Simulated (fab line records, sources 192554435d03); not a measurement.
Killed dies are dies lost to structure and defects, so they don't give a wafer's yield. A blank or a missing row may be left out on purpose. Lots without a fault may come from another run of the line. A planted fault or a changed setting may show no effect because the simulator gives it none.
Chamber matching | flow n5_finfet | N5_BEOL_M6_CURE_75 on uv_cure-03: 3 sister chambers
The step cures SiCOH lowk, time 120 s. 14 wafers are shown with their chamber, then 7 later ones without.

WAFERS WITH THEIR CHAMBER
wafer  | chamber | wafer_temp_C_max | lamp_power_pct (%)
L077.2 | 1       | 372.3            | 52.35
L077.3 | 1       | 372.3            | 52.29
L077.4 | 1       | 372.2            | 52.17
L083.1 | 0       | 370.8            | 52.31
L083.3 | 0       | 370.8            | 52.37
L083.6 | 0       | 371.0            | 52.27
L084.1 | 2       | 371.7            | 52.27
L084.2 | 2       | 371.8            | 52.38
L084.5 | 2       | 371.6            | 52.31
L086.2 | 2       | 372.0            | 52.34
L086.4 | 2       | 371.7            | 52.30
L086.6 | 2       | 372.2            | 52.33
L088.1 | 0       | 371.4            | 52.39
L088.2 | 0       | 371.0            | 52.21

SIGNATURES (means of the wafers above)
reading          | chamber 0 | chamber 1 | chamber 2 | scatter within a chamber
wafer_temp_C_max | 371.000   | 372.267   | 371.833   | 0.213
lamp_power_pct   | 52.3100   | 52.2700   | 52.3217   | 0.0643
Rule: a wafer's distance from a chamber is the root of the sum, over the readings, of the square of ((its reading less the chamber's mean) divided by the reading's scatter). The wafer belongs to the nearest chamber; if the next one is less than 2 further off, it can't be placed. The scatter: the root of (the sum of the squares of (reading less its chamber's mean) over the shown wafers, divided by (wafers less chambers)).

WAFERS WITHOUT THEIR CHAMBER
wafer  | wafer_temp_C_max | lamp_power_pct (%)
L088.3 | 371.3            | 52.29
L087.1 | 372.2            | 52.37
L087.2 | 373.2            | 52.24
L087.3 | 372.5            | 52.41
L096.2 | 371.7            | 52.23
L096.3 | 371.3            | 52.30
L096.5 | 371.2            | 52.31

WHICH CHAMBER EACH WENT THROUGH
wafer  | from the rows above          | in truth
L088.3 | can't be placed: 0 or 2      | 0
L087.1 | can't be placed: 1 or 2      | 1
L087.2 | 1                            | 1
L087.3 | can't be placed: 1 or 2      | 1
L096.2 | can't be placed: 2 or 1 or 0 | 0
L096.3 | can't be placed: 0 or 2      | 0
L096.5 | 0                            | 0
Placed correctly: 2 of 7. Can't be placed from these rows: 5 (the true chamber is among the candidates in 5). Placed wrongly: 0.
